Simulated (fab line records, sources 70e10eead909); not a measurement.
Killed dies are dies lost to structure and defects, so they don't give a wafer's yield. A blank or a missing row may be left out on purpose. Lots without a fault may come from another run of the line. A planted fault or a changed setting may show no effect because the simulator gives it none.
Chamber matching | flow nand_harc | NHARC_A_STAIRCASE_DEP_301 on pecvd-02: 3 sister chambers
The step deposits SiON, target thk 30 nm. 18 wafers are shown with their chamber, then 9 later ones without.

WAFERS WITH THEIR CHAMBER
wafer  | chamber | heater_power_w (W) | chamber_pressure_Torr (Torr)
L075.2 | 1       | 658                | 3.499
L075.3 | 2       | 624                | 3.512
L075.6 | 2       | 618                | 3.510
L076.1 | 0       | 707                | 3.501
L076.2 | 2       | 646                | 3.503
L076.3 | 1       | 666                | 3.511
L081.3 | 2       | 672                | 3.487
L081.5 | 0       | 702                | 3.510
L081.6 | 2       | 663                | 3.499
L082.3 | 2       | 666                | 3.500
L082.4 | 0       | 755                | 3.499
L082.6 | 2       | 658                | 3.495
L086.3 | 1       | 645                | 3.494
L086.4 | 2       | 701                | 3.511
L086.6 | 1       | 669                | 3.496
L090.2 | 2       | 664                | 3.508
L090.5 | 1       | 717                | 3.510
L090.6 | 2       | 663                | 3.500

SIGNATURES (means of the wafers above)
reading               | chamber 0 | chamber 1 | chamber 2 | scatter within a chamber
heater_power_w        | 721.33    | 671.00    | 657.50    | 25.6
chamber_pressure_Torr | 3.50333   | 3.50200   | 3.50250   | 0.00772
Rule: a wafer's distance from a chamber is the root of the sum, over the readings, of the square of ((its reading less the chamber's mean) divided by the reading's scatter). The wafer belongs to the nearest chamber; if the next one is less than 2 further off, it can't be placed. The scatter: the root of (the sum of the squares of (reading less its chamber's mean) over the shown wafers, divided by (wafers less chambers)).

WAFERS WITHOUT THEIR CHAMBER
wafer  | heater_power_w (W) | chamber_pressure_Torr (Torr)
L091.2 | 611                | 3.511
L091.5 | 700                | 3.498
L091.6 | 615                | 3.504
L092.2 | 595                | 3.487
L092.4 | 602                | 3.501
L092.5 | 659                | 3.494
L097.1 | 794                | 3.509
L097.3 | 628                | 3.506
L097.5 | 647                | 3.517

WHICH CHAMBER EACH WENT THROUGH
wafer  | from the rows above          | in truth
L091.2 | can't be placed: 2 or 1      | 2
L091.5 | can't be placed: 0 or 1 or 2 | 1
L091.6 | can't be placed: 2 or 1      | 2
L092.2 | can't be placed: 2 or 1      | 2
L092.4 | can't be placed: 2 or 1      | 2
L092.5 | can't be placed: 2 or 1 or 0 | 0
L097.1 | can't be placed: 0 or 1      | 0
L097.3 | can't be placed: 2 or 1      | 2
L097.5 | can't be placed: 2 or 1 or 0 | 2
Placed correctly: 0 of 9. Can't be placed from these rows: 9 (the true chamber is among the candidates in 9). Placed wrongly: 0.
